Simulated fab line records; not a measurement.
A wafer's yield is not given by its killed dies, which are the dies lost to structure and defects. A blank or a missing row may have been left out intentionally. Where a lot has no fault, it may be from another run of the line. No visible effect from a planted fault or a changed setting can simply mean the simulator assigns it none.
Matching of chambers -- flow n5-finfet -- N5_BEOL_M8_DEP_56 on pecvd-01: 3 sister chambers
The step deposits SiCN from 3MS/NH3, target thk 10 nm, time 17.5 s. 6 wafers are shown with their chamber, then 8 later ones without.

## WAFERS, EACH WITH ITS CHAMBER
wafer,chamber,throttle-valve-pct (%),showerhead-plenum-p-Torr (Torr)
L082.6,0,8.65,3.684
L083.6,2,8.89,3.651
L080.1,1,9.58,3.672
L080.2,2,8.98,3.663
L080.4,1,9.46,3.646
L084.3,0,9.06,3.685

## WAFERS MISSING THEIR CHAMBER
wafer,throttle-valve-pct (%),showerhead-plenum-p-Torr (Torr)
L084.5,9.04,3.667
L084.6,9.75,3.658
L092.2,9.00,3.659
L092.3,9.37,3.651
L092.4,8.91,3.677
L096.3,8.81,3.669
L096.5,8.53,3.684
L096.6,8.89,3.669

## CHAMBER TAKEN BY EACH
wafer,from the rows above,in truth
L084.5,can't be placed: 2 or 0 or 1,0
L084.6,1,1
L092.2,can't be placed: 2 or 0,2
L092.3,can't be placed: 1 or 2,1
L092.4,can't be placed: 0 or 2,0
L096.3,can't be placed: 2 or 0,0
L096.5,can't be placed: 0 or 2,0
L096.6,can't be placed: 2 or 0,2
Placed correctly: 1 of 8. These rows do not allow placing 7 (true chamber among the candidates in 7). 0 placed wrongly.
How it was worked out, from the rows above alone: a wafer's distance from a chamber is the root of the sum, over the readings, of the square of ((its reading less the chamber's mean) divided by the reading's scatter). If the next closest chamber is less than 2 further off than the closest, the wafer can't be placed; otherwise it belongs to the closest. For every chamber, the mean is computed from those of its wafers that are shown. The scatter: take each reading less its chamber's mean, square it, sum over the shown wafers, divide by the number of wafers less the number of chambers, and take the root.
